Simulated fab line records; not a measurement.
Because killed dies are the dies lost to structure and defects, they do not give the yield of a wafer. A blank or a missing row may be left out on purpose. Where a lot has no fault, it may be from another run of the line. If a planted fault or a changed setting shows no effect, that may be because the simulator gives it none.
Matching of chambers / flow n5 finfet / N5_BEOL_M9_ILD_DEP_00 on pecvd-03 has 3 sister chambers
The step deposits SiCOH lowk from DEMS/porogen, target thk 308.51 nm, time 58 s. 16 wafers are shown with their chamber, then 8 later ones without.

== WAFERS WITH THEIR CHAMBER ==
wafer=L215.1; chamber=2; heater power w (W)=328; showerhead plenum p Torr (Torr)=5.742; throttle valve pct (%)=14.2
wafer=L215.3; chamber=0; heater power w (W)=318; showerhead plenum p Torr (Torr)=5.763; throttle valve pct (%)=14.6
wafer=L215.5; chamber=2; heater power w (W)=347; showerhead plenum p Torr (Torr)=5.730; throttle valve pct (%)=14.2
wafer=L217.3; chamber=2; heater power w (W)=327; showerhead plenum p Torr (Torr)=5.738; throttle valve pct (%)=14.6
wafer=L217.4; chamber=1; heater power w (W)=358; showerhead plenum p Torr (Torr)=5.744; throttle valve pct (%)=14.4
wafer=L217.6; chamber=2; heater power w (W)=325; showerhead plenum p Torr (Torr)=5.735; throttle valve pct (%)=14.1
wafer=L218.2; chamber=1; heater power w (W)=361; showerhead plenum p Torr (Torr)=5.723; throttle valve pct (%)=14.5
wafer=L218.4; chamber=1; heater power w (W)=360; showerhead plenum p Torr (Torr)=5.734; throttle valve pct (%)=14.4
wafer=L218.5; chamber=2; heater power w (W)=341; showerhead plenum p Torr (Torr)=5.722; throttle valve pct (%)=14.2
wafer=L220.1; chamber=2; heater power w (W)=351; showerhead plenum p Torr (Torr)=5.747; throttle valve pct (%)=14.1
wafer=L220.2; chamber=1; heater power w (W)=350; showerhead plenum p Torr (Torr)=5.725; throttle valve pct (%)=14.3
wafer=L220.6; chamber=0; heater power w (W)=320; showerhead plenum p Torr (Torr)=5.748; throttle valve pct (%)=14.6
wafer=L223.2; chamber=2; heater power w (W)=338; showerhead plenum p Torr (Torr)=5.724; throttle valve pct (%)=14.4
wafer=L223.3; chamber=0; heater power w (W)=310; showerhead plenum p Torr (Torr)=5.767; throttle valve pct (%)=14.4
wafer=L223.4; chamber=0; heater power w (W)=306; showerhead plenum p Torr (Torr)=5.737; throttle valve pct (%)=14.4
wafer=L222.2; chamber=2; heater power w (W)=319; showerhead plenum p Torr (Torr)=5.742; throttle valve pct (%)=14.2

SIGNATURES (averages over the wafers above)
reading=heater power w; chamber 0=313.50; chamber 1=357.25; chamber 2=334.50; scatter within a chamber=9.27
reading=showerhead plenum p Torr; chamber 0=5.75375; chamber 1=5.73150; chamber 2=5.73500; scatter within a chamber=0.0104
reading=throttle valve pct; chamber 0=14.500; chamber 1=14.400; chamber 2=14.250; scatter within a chamber=0.141
Rule: distance of a wafer from a chamber = root of the sum over the readings of ((wafer's reading minus chamber's mean) / reading's scatter) squared. If the next closest chamber is less than 2 further off than the closest, the wafer can't be placed; otherwise it belongs to the closest. How the scatter is found: for the shown wafers, subtract from each reading the mean of its chamber, square and add these, divide the total by (wafers less chambers), then take the root.

== WAFERS WHOSE CHAMBER IS MISSING ==
wafer=L222.3; heater power w (W)=294; showerhead plenum p Torr (Torr)=5.751; throttle valve pct (%)=14.3
wafer=L222.5; heater power w (W)=328; showerhead plenum p Torr (Torr)=5.730; throttle valve pct (%)=14.2
wafer=L237.1; heater power w (W)=358; showerhead plenum p Torr (Torr)=5.738; throttle valve pct (%)=14.6
wafer=L237.4; heater power w (W)=322; showerhead plenum p Torr (Torr)=5.752; throttle valve pct (%)=14.8
wafer=L237.5; heater power w (W)=289; showerhead plenum p Torr (Torr)=5.741; throttle valve pct (%)=14.6
wafer=L238.1; heater power w (W)=320; showerhead plenum p Torr (Torr)=5.734; throttle valve pct (%)=14.3
wafer=L238.3; heater power w (W)=323; showerhead plenum p Torr (Torr)=5.734; throttle valve pct (%)=14.6
wafer=L238.6; heater power w (W)=344; showerhead plenum p Torr (Torr)=5.743; throttle valve pct (%)=14.3

== WHICH CHAMBER EACH WENT THROUGH ==
wafer=L222.3; from the rows above=0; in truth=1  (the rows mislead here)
wafer=L222.5; from the rows above=2; in truth=2
wafer=L237.1; from the rows above=1; in truth=1
wafer=L237.4; from the rows above=0; in truth=0
wafer=L237.5; from the rows above=0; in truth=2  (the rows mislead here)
wafer=L238.1; from the rows above=can't be placed: 2 or 0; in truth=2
wafer=L238.3; from the rows above=can't be placed: 0 or 2 or 1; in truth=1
wafer=L238.6; from the rows above=can't be placed: 2 or 1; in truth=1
Correctly placed: 3 of 8. These rows do not allow placing 3 (true chamber among the candidates in 3). 2 placed wrongly.
